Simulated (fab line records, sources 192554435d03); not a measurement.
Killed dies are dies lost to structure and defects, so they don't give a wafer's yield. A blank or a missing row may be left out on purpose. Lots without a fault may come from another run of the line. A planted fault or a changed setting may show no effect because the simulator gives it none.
A struck lot beside a sound one | flow n5_finfet | 38 steps out of a route of 1938
Sound: wafers L246.3, L246.5, L246.6. Struck: wafer L254.4. (L254.3, L254.5 of the same lot were not struck and are left out.) The cause comes at the end.
At each step with rows: each side's tool, then ch and its chambers, then its first start. Under that, the readings that differ: sound wafers | struck wafers | difference of the means | sigmas: that difference in standard deviations of wafers without a fault.
alike: readings whose means differ by less than 2 such deviations, and words and numbers that are the same on both sides. not compared: withheld readings, readings that some wafer has no value for, bounds like >300 that may hide the same value, and numbers for which the record gives no deviation and whose values overlap.
The two part at a step that has a row with sigmas, a row that says differs or no value, or rows on one side only. Numbers that don't overlap but have no deviation are shown without sigmas and don't part them. A reading that every wafer of one side lacks parts them only if that side has two wafers or more.

first, 10 steps without rows for these wafers: N5_BEOL_M5_DESCUM_33 (chemistry O2, time 7 s); N5_BEOL_M5_ETCH_75 (etches underlayer in N2/H2, target depth 6.5 nm, time 5.2 s); N5_BEOL_M5_ETCH_67 (etches SiARC in CF4, target depth 15.6 nm, time 26 s); N5_BEOL_M5_ETCH_68 (etches SOC in N2/H2, target depth 80 nm, overetch 16 nm, time 120 s); N5_BEOL_M5_STRIP_69 (strips in N2/H2); N5_BEOL_M5_STRIP_76 (strips in N2/H2); N5_BEOL_M5_VIA_ETCH_34 (etches SiCOH lowk in C4F6/O2, target depth 88.3 nm, time 39.2 s); N5_BEOL_M5_STRIP_85 (strips in C4F6/O2); N5_BEOL_M5_STRIP_36 (strips in N2/H2); N5_BEOL_M5_TRENCH_ETCH_37 (etches SiCOH lowk in C4F6/O2, target depth 71.652 nm, time 24.7 s).
N5_BEOL_M5_ETCH_41: etches SiCN in CH3F/O2, target depth 31.5 nm, time 56.7 s.
  sound on rie_diel-04 ch 0,1, day 11 02:32; struck on rie_diel-04 ch 2, day 13 01:44
  reading                | sound             | struck | difference | sigmas
  throttle_valve_pct (%) | 16.75 16.77 16.47 | 16.19  | -0.47      | -2
  alike: bias_w, chamber_pressure_mTorr, drypump_motor_current_A, oes_product_au, rf_fwd_power_W, rf_vpp_V, showerhead_plenum_p_Torr
  not compared: rf_hours_counter_h
then, 26 steps without rows for these wafers: N5_BEOL_M5_STRIP_91 (strips in N2/H2, time 10 s); N5_BEOL_M5_HM_STRIP_39 (strips TiN in peroxide tin strip, target depth 25 nm, time 158 s); N5_BEOL_M5_SRD_40 (time 30 s); N5_BEOL_M5_PRECLEAN_42 (cleans in residue remover, time 60 s); N5_BEOL_M5_SRD_43 (time 30 s); N5_BEOL_M5_CURE_80 (cures SiCOH lowk, time 120 s); N5_BEOL_M5_DEGAS_44 (time 60 s); N5_BEOL_M5_PRE_CLEAN_45 (time 30 s); N5_BEOL_M5_ALD_86 (deposits TaN, pulse time 2 s, purge time 3 s, co reactant purge time 2 s); N5_BEOL_M5_SURFACE_TREAT_87; N5_BEOL_M5_CVD_47 (deposits Co from CCTBA/H2, target thk 3 nm, time 216 s); N5_BEOL_M5_SPUTTER_48 (material Cu, target thk 15 nm, time 27.62 s); N5_BEOL_M5_ANNEAL_49 (time 1800 s); N5_BEOL_M5_SPUTTER_81 (material Cu, target thk 15 nm, time 27.62 s); N5_BEOL_M5_ANNEAL_82 (time 1800 s); N5_BEOL_M5_SPUTTER_83 (material Cu, target thk 15 nm, time 27.62 s); N5_BEOL_M5_ANNEAL_84 (time 1800 s); N5_BEOL_M5_SPUTTER_88 (material Cu, target thk 15 nm, time 27.62 s); N5_BEOL_M5_ANNEAL_89 (time 1800 s); N5_BEOL_M5_SPUTTER_90 (material Cu, target thk 4.5 nm, time 8.29 s); N5_BEOL_M5_ECD_50 (material Cu, target thk 300 nm); N5_BEOL_M5_ANNEAL_51 (time 90 s); N5_BEOL_M5_CMP_52 (polishes, stops on SiCOH lowk, t overpolish 6.9 s, target thk 62 nm); N5_BEOL_M5_PRE_CLEAN_77 (time 15 s); N5_BEOL_M5_CO_CAP_78 (material Co, precursor CCTBA/H2, target thk 2 nm, time 102.1 s); N5_BEOL_M5_PRE_CLEAN_55 (time 15 s).
-- the record jumps here: 4 days lie between the struck wafers' starts before and after (it left off in module BEOL_M5 and takes up again in module PASSIVATION, whose first step shown is number 1936 of the route) --
N5_PASSIVATION_PROBE_49:
  the record has rows for the struck wafers here (prober-02, day 17 10:28) and none for the sound ones

WHERE THEY PART
First at N5_BEOL_M5_ETCH_41; last, within this record, at N5_PASSIVATION_PROBE_49.

WHY: what the simulator had put in
Chamber particle source: rie_diel-04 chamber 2, from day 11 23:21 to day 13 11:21, at N5_BEOL_M5_ETCH_41. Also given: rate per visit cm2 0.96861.
